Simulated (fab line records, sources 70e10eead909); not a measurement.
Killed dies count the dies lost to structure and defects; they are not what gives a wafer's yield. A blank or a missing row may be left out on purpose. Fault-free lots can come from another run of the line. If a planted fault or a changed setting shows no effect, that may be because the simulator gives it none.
Comparing a struck lot with a sound one || flow nand harc || 14 out of 1302 route steps
Sound: the wafers L913.1, L913.4, L913.6. Struck: wafer L916.1 (L916.2, L916.4, from the same lot, were not struck and are left out); the cause is given at the end.
At each step with rows: each side's tool, then ch and its chambers, then its first start. Under that, the readings that differ: sound wafers || struck wafers || difference of the means || sigmas: that difference in standard deviations of wafers without a fault.
alike: readings with means less than 2 such deviations apart, plus words and numbers identical on both sides. not compared: withheld readings, readings lacking a value on some wafer, bounds such as >300 that could conceal the same value, and numbers that have no deviation in the record and whose values overlap.
Wherever a step has rows on one side only, a row that says differs or no value, or a row with sigmas, the two part there. Non-overlapping numbers with no deviation appear without sigmas and do not part them. A reading that every wafer of one side lacks parts them only if that side has two wafers or more.

first, 3 steps without rows for these wafers: NHARC_A_SLIT_EXPOSE_06 (exposes mask SLIT); NHARC_A_SLIT_PEB_07 (peb time 65 s); NHARC_A_SLIT_DEVELOP_08 (develop time 35 s).
NHARC_A_SLIT_CD_MEAS_09: target cd 300 nm.
  sound on cd sem-02 ch 0, day 20 08:13; struck on cd sem-02 ch 0, day 22 04:55
{"reading": "cd nm (nm)", "sound": "301.6 300.9 300.1", "struck": 299.6, "difference": -1.3, "sigmas": -3}
NHARC_A_SLIT_OVL_MEAS_10:
  sound on overlay-01, day 20 08:18; struck on overlay-01, day 22 05:00
  alike: overlay x nm, overlay y nm
NHARC_A_SLIT_INSPECT_11:
  sound on defect inspect-02, day 20 08:20; struck on defect inspect-01, day 22 05:02
{"reading": "raw defect count", "sound": "11 20 15", "struck": 79, "difference": "+64", "sigmas": "+2"}
NHARC_A_SLIT_DESCUM_14: chemistry O2, time 3 s.
  sound on rie diel-01 ch 0,1,2, day 20 08:25; struck on rie diel-01 ch 1, day 22 05:06
  alike: drypump motor current A, oes product au, rf vpp V, showerhead plenum p Torr, throttle valve pct
  not compared: rf hours counter h
NHARC_A_SLIT_ETCH_24: etches the open film in CF4/CHF3, target depth 121 nm, time 60.5 s.
  sound on rie diel-01 ch 0,1,3, day 20 08:29; struck on rie diel-01 ch 1, day 22 05:11
{"reading": "oes product au (a.u.)", "sound": "0.919 0.923 0.916", "struck": 0.964, "difference": "+0.045", "sigmas": "+2"}
  alike: drypump motor current A, rf vpp V, showerhead plenum p Torr, throttle valve pct
  not compared: rf hours counter h
NHARC_A_SLIT_ETCH_15: etches the open film in O2/COS, target depth 6200 nm, time 1612 s.
  sound on rie diel-01 ch 1,3; struck on rie diel-01 ch 3
{"reading": "cos flow sccm (sccm)", "sound": "20.02 20.00 19.96", "struck": 19.84, "difference": -0.15, "sigmas": -2}
  alike: drypump motor current A, oes product au, rf vpp V, showerhead plenum p Torr, throttle valve pct
  not compared: rf hours counter h
NHARC_A_SLIT_ETCH_17: etches the open film in C4F8/O2/Ar, time 4254.5 s, target depth 20300 nm.
  sound on har etch-02 ch 0,1, day 20 09:42; struck on har etch-02 ch 0, day 22 06:46
  alike: drypump motor current A, showerhead plenum p Torr, throttle valve pct
  not compared: rf hours counter h
then, 2 steps without rows for these wafers: NHARC_A_SLIT_ETCH_26 (etches the open film in C4F8/O2/Ar, time 90 s, target depth 400 nm); NHARC_A_SLIT_STRIP_28 (strips in O2/COS).
NHARC_A_SLIT_ETCH_29: etches the open film in CF4/O2, target depth 100 nm, overetch 10 nm, time 55 s.
  sound on rie diel-03 ch 0,2,3, day 20 14:14; struck on rie diel-01 ch 0, day 22 11:19
{"reading": "oes product au (a.u.)", "sound": "1.005 0.999 1.015", "struck": 0.885, "difference": -0.121, "sigmas": -13}
  alike: drypump motor current A, rf vpp V, showerhead plenum p Torr, throttle valve pct
  not compared: rf hours counter h
NHARC_A_SLIT_STRIP_18: strips in O2.
  sound on rie diel-03 ch 2,3; struck on rie diel-01 ch 2
  alike: drypump motor current A, oes product au, rf vpp V, showerhead plenum p Torr, throttle valve pct
  not compared: rf hours counter h

== WHERE THEY PART ==
Last at NHARC_A_SLIT_ETCH_29 as far as this record goes, first at NHARC_A_SLIT_CD_MEAS_09. Later steps at which nothing parts them and some readings are alike: NHARC_A_SLIT_STRIP_18.

WHY: whatever the simulator had introduced
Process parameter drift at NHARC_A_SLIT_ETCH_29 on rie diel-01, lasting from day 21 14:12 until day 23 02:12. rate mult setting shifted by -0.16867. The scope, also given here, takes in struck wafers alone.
